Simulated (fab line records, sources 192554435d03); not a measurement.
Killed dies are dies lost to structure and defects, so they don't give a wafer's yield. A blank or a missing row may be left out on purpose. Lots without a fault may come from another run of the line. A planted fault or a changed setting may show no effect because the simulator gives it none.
Chamber matching | flow n5_finfet | N5_HKMG_FIN_STRIP_92 on rie_diel-05: 4 sister chambers
The step strips SOC in N2/H2, time 20 s. 7 wafers are shown with their chamber, then 10 later ones without.

WAFERS WITH THEIR CHAMBER
wafer  | chamber | showerhead_plenum_p_Torr (Torr) | oes_product_au (a.u.)
L082.2 | 0       | 3.46                            | 0.72
L082.6 | 0       | 3.46                            | 0.71
L084.1 | 3       | 3.31                            | 1.00
L084.2 | 2       | 3.09                            | 0.73
L084.5 | 1       | 3.49                            | 0.77
L090.2 | 1       | 3.48                            | 0.76
L090.3 | 2       | 3.08                            | 0.72

WAFERS WITHOUT THEIR CHAMBER
wafer  | showerhead_plenum_p_Torr (Torr) | oes_product_au (a.u.)
L090.5 | 3.08                            | 0.71
L091.3 | 3.08                            | 0.70
L091.4 | 3.48                            | 0.74
L091.6 | 3.08                            | 0.71
L093.1 | 3.08                            | 0.71
L093.4 | 3.30                            | 0.94
L093.6 | 3.30                            | 0.94
L097.2 | 3.45                            | 0.94
L097.4 | 3.47                            | 0.73
L097.5 | 3.07                            | 0.70

WHICH CHAMBER EACH WENT THROUGH
wafer  | from the rows above     | in truth
L090.5 | 2                       | 2
L091.3 | 2                       | 2
L091.4 | can't be placed: 1 or 0 | 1
L091.6 | 2                       | 2
L093.1 | 2                       | 2
L093.4 | 3                       | 3
L093.6 | 3                       | 3
L097.2 | can't be placed: 1 or 3 | 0
L097.4 | 0                       | 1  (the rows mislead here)
L097.5 | 2                       | 2
Placed correctly: 7 of 10. Can't be placed from these rows: 2 (the true chamber is among the candidates in 1). Placed wrongly: 1.
How it was worked out, from the rows above alone: a wafer's distance from a chamber is the root of the sum, over the readings, of the square of ((its reading less the chamber's mean) divided by the reading's scatter). The wafer belongs to the nearest chamber; if the next one is less than 2 further off, it can't be placed. A chamber's mean is the mean of its shown wafers. The scatter: the root of (the sum of the squares of (reading less its chamber's mean) over the shown wafers, divided by (wafers less chambers)).
